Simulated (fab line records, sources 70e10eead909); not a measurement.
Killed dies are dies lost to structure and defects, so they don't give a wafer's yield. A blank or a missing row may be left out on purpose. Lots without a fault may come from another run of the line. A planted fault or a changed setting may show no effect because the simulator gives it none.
Chamber matching | flow nand_harc | NHARC_A_STAIRCASE_DEP_325 on pecvd-02: 3 sister chambers
The step deposits SiO2, target thk 3800 nm. 18 wafers are shown with their chamber, then 9 later ones without.

WAFERS WITH THEIR CHAMBER
wafer  | chamber | heater_power_w (W)
L075.2 | 0       | 653
L075.4 | 1       | 584
L075.6 | 2       | 754
L079.2 | 2       | 792
L079.3 | 0       | 679
L079.5 | 0       | 550
L087.2 | 2       | 961
L087.3 | 0       | 685
L087.6 | 1       | 614
L087.1 | 1       | 677
L087.4 | 2       | 860
L087.5 | 0       | 597
L089.1 | 2       | 1035
L089.4 | 0       | 599
L089.5 | 2       | 843
L085.1 | 2       | 883
L085.3 | 1       | 739
L085.6 | 1       | 620

SIGNATURES (means of the wafers above)
reading        | chamber 0 | chamber 1 | chamber 2 | scatter within a chamber
heater_power_w | 627.17    | 646.80    | 875.43    | 75.4
Rule: a wafer's distance from a chamber is the root of the sum, over the readings, of the square of ((its reading less the chamber's mean) divided by the reading's scatter). The wafer belongs to the nearest chamber; if the next one is less than 2 further off, it can't be placed. The scatter: the root of (the sum of the squares of (reading less its chamber's mean) over the shown wafers, divided by (wafers less chambers)).

WAFERS WITHOUT THEIR CHAMBER
wafer  | heater_power_w (W)
L090.1 | 636
L090.3 | 606
L090.6 | 620
L095.2 | 715
L095.5 | 600
L095.6 | 825
L095.1 | 946
L095.3 | 714
L095.4 | 590

WHICH CHAMBER EACH WENT THROUGH
wafer  | from the rows above          | in truth
L090.1 | can't be placed: 0 or 1      | 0
L090.3 | can't be placed: 0 or 1      | 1
L090.6 | can't be placed: 0 or 1      | 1
L095.2 | can't be placed: 1 or 0 or 2 | 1
L095.5 | can't be placed: 0 or 1      | 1
L095.6 | can't be placed: 2 or 1 or 0 | 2
L095.1 | 2                            | 2
L095.3 | can't be placed: 1 or 0 or 2 | 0
L095.4 | can't be placed: 0 or 1      | 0
Placed correctly: 1 of 9. Can't be placed from these rows: 8 (the true chamber is among the candidates in 8). Placed wrongly: 0.
